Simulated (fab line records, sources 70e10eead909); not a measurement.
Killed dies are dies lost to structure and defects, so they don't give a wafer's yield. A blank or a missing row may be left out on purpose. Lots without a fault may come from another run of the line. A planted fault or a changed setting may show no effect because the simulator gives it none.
Which tool did it? | flow nand_harc | 12 lots, 36 wafers sampled, at 6 steps of a route of 1302

WHAT THE GAUGES READ, wafer by wafer
NHARC_P_GATE_CD_MEAS_59: target cd 720 nm. Usual: cd_nm 720.2 nm, standard deviation 1.2.
lot  | measured     | on        | cd_nm (nm)        | flag
L830 | day 5 22:34  | cd_sem-02 | 719.8 721.4 719.6 |
L831 | day 6 09:58  | cd_sem-03 | 722.0 720.9 721.9 |
L834 | day 7 16:07  | cd_sem-02 | - - -             | OFF
L842 | day 11 04:01 | cd_sem-03 | 720.6 720.2 718.5 |
L844 | day 11 18:06 | cd_sem-02 | 719.8 717.8 719.1 |
L843 | day 11 18:37 | cd_sem-02 | 720.2 719.9 721.3 |
L845 | day 12 10:47 | cd_sem-02 | 720.5 720.6 719.7 |
L846 | day 12 15:32 | cd_sem-02 | 721.1 721.0 720.4 |
L848 | day 13 17:02 | cd_sem-02 | 719.8 720.0 721.6 |
L850 | day 14 05:57 | cd_sem-03 | 719.3 719.6 718.7 |
L851 | day 14 18:53 | cd_sem-02 | 721.3 722.6 724.5 |
L852 | day 15 13:36 | cd_sem-01 | 719.3 716.5 718.6 |

NHARC_END_SORT_01. Usual: killed_at_array 44, standard deviation 16; killed_at_other 0.6, standard deviation 1.1; killed_at_periphery 3.9, standard deviation 2.6; killed_dies 48, standard deviation 16; killed_open 3.1, standard deviation 1.9; killed_short 2.4, standard deviation 1.8.
lot  | measured     | on        | killed_at_array | killed_at_other | killed_at_periphery | killed_dies | killed_open | killed_short | flag
L834 | day 25 08:57 | prober-01 | 53 67 75        | 1 0 0           | 623 610 602         | 677 677 677 | 4 6 2       | 5 3 0        | OFF

WHICH TOOL RAN EACH LOT (tool, then ch and the chambers of the sampled wafers, then the start)
lot  | NHARC_P_GATE_STRIP_108             | NHARC_P_GATE_STRIP_111               | NHARC_P_GATE_STRIP_75                | NHARC_P_GATE_EXPOSE_56
L830 | rie_diel-05 ch 2,3, day 5 09:44    | plasma_asher-01 ch 0,1, day 5 21:21  | plasma_asher-01 ch 0,1, day 5 21:39  | krf_scanner-01 ch 0, day 5 22:25
L831 | rie_diel-13 ch 2,3, day 5 21:04    | plasma_asher-01 ch 0,1, day 6 08:47  | plasma_asher-01 ch 0,1, day 6 09:02  | krf_scanner-03 ch 0, day 6 09:48
L834 | rie_diel-13 ch 0,2,3, day 7 03:21  | plasma_asher-01 ch 0,1, day 7 14:53  | plasma_asher-01 ch 0,1, day 7 15:11  | krf_scanner-01 ch 0, day 7 15:57
L842 | rie_diel-13 ch 2,3, day 10 15:19   | plasma_asher-01 ch 0,1, day 11 02:55 | plasma_asher-01 ch 0,1, day 11 03:13 | krf_scanner-01 ch 0, day 11 03:52
L844 | rie_diel-02 ch 1,2,3, day 11 04:50 | plasma_asher-01 ch 0,1, day 11 16:52 | plasma_asher-01 ch 0,1, day 11 17:11 | krf_scanner-02 ch 0, day 11 17:56
L843 | rie_diel-02 ch 1,2, day 11 05:26   | plasma_asher-01 ch 1, day 11 17:34   | plasma_asher-01 ch 1, day 11 17:50   | krf_scanner-02 ch 0, day 11 18:28
L845 | rie_diel-02 ch 0,1, day 11 21:48   | plasma_asher-02 ch 0,1, day 12 09:37 | plasma_asher-02 ch 0,1, day 12 09:52 | krf_scanner-01 ch 0, day 12 10:38
L846 | rie_diel-02 ch 0,3, day 12 02:41   | plasma_asher-01 ch 0,1, day 12 14:31 | plasma_asher-01 ch 0,1, day 12 14:45 | krf_scanner-01 ch 0, day 12 15:23
L848 | rie_diel-05 ch 0,1,3, day 13 02:01 | plasma_asher-02 ch 0,1, day 13 15:55 | plasma_asher-02 ch 0,1, day 13 16:08 | krf_scanner-01 ch 0, day 13 16:53
L850 | rie_diel-02 ch 1,2, day 13 16:55   | plasma_asher-01 ch 0,1, day 14 04:43 | plasma_asher-01 ch 0,1, day 14 05:01 | krf_scanner-01 ch 0, day 14 05:47
L851 | rie_diel-13 ch 0,1,2, day 14 06:04 | plasma_asher-02 ch 0,1, day 14 17:40 | plasma_asher-02 ch 0,1, day 14 17:58 | krf_scanner-02 ch 0, day 14 18:44
L852 | rie_diel-02 ch 0,1, day 15 00:37   | plasma_asher-02 ch 0,1, day 15 12:26 | plasma_asher-02 ch 0,1, day 15 12:41 | krf_scanner-01 ch 0, day 15 13:27
- NHARC_P_GATE_STRIP_108: strips in O2.
- NHARC_P_GATE_STRIP_111: strips in N2/H2, time 250 s.
- NHARC_P_GATE_STRIP_75: strips in O2.
- NHARC_P_GATE_EXPOSE_56: exposes mask P PSD, target cd 720 nm.

WHAT THE TOOLS THEMSELVES READ (means of the sampled wafers that have a number; where no wafer has one, the mark that the record gives instead)
NHARC_P_GATE_STRIP_108. Usual: drypump_motor_current_A 5.6 A, standard deviation 0.33; mfc_ar_sccm 0.005 sccm, standard deviation 0.008; oes_product_au 0.999 a.u., standard deviation 0.0068; rf_vpp_V 57.7 V, standard deviation 0.9; showerhead_plenum_p_Torr 3.51 Torr, standard deviation 0.13; throttle_valve_pct 17.037 %, standard deviation 0.0094.
lot  | tool        | drypump_motor_current_A (A) | mfc_ar_sccm (sccm) | oes_product_au (a.u.) | rf_vpp_V (V) | showerhead_plenum_p_Torr (Torr) | throttle_valve_pct (%) | flag
L830 | rie_diel-05 | 5.4                         | 0.007              | 0.998                 | 57.0         | 3.32                            | 17.033                 |
L831 | rie_diel-13 | 5.8                         | 0.017              | 0.996                 | 57.9         | 3.54                            | 17.035                 |
L834 | rie_diel-13 | 5.6                         | 0.013              | 0.997                 | 57.7         | 3.49                            | 17.035                 |
L842 | rie_diel-13 | 5.8                         | 0.009              | 0.993                 | 57.8         | 3.55                            | 17.036                 |
L844 | rie_diel-02 | 5.6                         | 0.001              | 1.000                 | 58.0         | 3.55                            | 17.039                 |
L843 | rie_diel-02 | 5.4                         | 0.001              | 0.997                 | 57.8         | 3.51                            | 17.028                 |
L845 | rie_diel-02 | 5.4                         | 0.000              | 0.998                 | 57.9         | 3.58                            | 17.036                 |
L846 | rie_diel-02 | 5.8                         | 0.000              | 1.003                 | 58.4         | 3.64                            | 17.044                 |
L848 | rie_diel-05 | 5.5                         | 0.009              | 0.994                 | 57.2         | 3.56                            | 17.035                 |
L850 | rie_diel-02 | 5.4                         | 0.001              | 0.998                 | 58.2         | 3.50                            | 17.033                 |
L851 | rie_diel-13 | 5.5                         | 0.005              | 0.995                 | 57.4         | 3.42                            | 17.037                 |
L852 | rie_diel-02 | 5.5                         | 0.000              | 0.989                 | 57.8         | 3.59                            | 17.034                 |

NHARC_P_GATE_STRIP_111. Usual: drypump_motor_current_A 5.46 A, standard deviation 0.28; heater_power_w 85 W, standard deviation 6.3.
lot  | tool            | drypump_motor_current_A (A) | heater_power_w (W) | flag
L830 | plasma_asher-01 | 5.62                        | 86                 |
L831 | plasma_asher-01 | 5.48                        | 83                 |
L834 | plasma_asher-01 | 5.62                        | 86                 |
L842 | plasma_asher-01 | 5.49                        | 87                 |
L844 | plasma_asher-01 | 5.49                        | 86                 |
L843 | plasma_asher-01 | 5.74                        | 94                 |
L845 | plasma_asher-02 | 5.38                        | 80                 |
L846 | plasma_asher-01 | 5.61                        | 89                 |
L848 | plasma_asher-02 | 5.19                        | 82                 |
L850 | plasma_asher-01 | 5.50                        | 86                 |
L851 | plasma_asher-02 | 5.41                        | 79                 |
L852 | plasma_asher-02 | 5.17                        | 82                 |

NHARC_P_GATE_STRIP_75. Usual: drypump_motor_current_A 5.46 A, standard deviation 0.28; heater_power_w 317 W, standard deviation 24.
lot  | tool            | drypump_motor_current_A (A) | heater_power_w (W) | flag
L830 | plasma_asher-01 | 5.60                        | 321                |
L831 | plasma_asher-01 | 5.49                        | 307                |
L834 | plasma_asher-01 | 5.62                        | 322                |
L842 | plasma_asher-01 | 5.50                        | 324                |
L844 | plasma_asher-01 | 5.47                        | 319                |
L843 | plasma_asher-01 | 5.73                        | 357                |
L845 | plasma_asher-02 | 5.39                        | 298                |
L846 | plasma_asher-01 | 5.61                        | 331                |
L848 | plasma_asher-02 | 5.18                        | 303                |
L850 | plasma_asher-01 | 5.49                        | 321                |
L851 | plasma_asher-02 | 5.39                        | 298                |
L852 | plasma_asher-02 | 5.16                        | 312                |

THE ANSWER, worked out from the rows above alone
Rule: a lot is off if the mean of its wafers that have a number lies more than 3 standard deviations from the usual mean. A lot without any number at a reading at which 4 lots or more have one is off too. The other lots that the step has rows for count as sound. The gauges are gone through in route order, then the tools' own readings, and for those a lot's mean is taken as printed above. The first step at which some lot is off is used, and at that step the reading that is off furthest; a lot without a number counts as furthest.
Off: L834, at NHARC_P_GATE_CD_MEAS_59 (cd_nm). Without a number there: L834.
A tool fits if, at a process step before that reading, it ran every lot that is off, and no sound lot after the first of them. The gauges at NHARC_P_GATE_CD_MEAS_59 aren't tried: what is off there is off at NHARC_END_SORT_01 too, on other tools, and a gauge's error can't cause that. None of those tried fits.

WHAT THE SIMULATOR HAD PUT IN
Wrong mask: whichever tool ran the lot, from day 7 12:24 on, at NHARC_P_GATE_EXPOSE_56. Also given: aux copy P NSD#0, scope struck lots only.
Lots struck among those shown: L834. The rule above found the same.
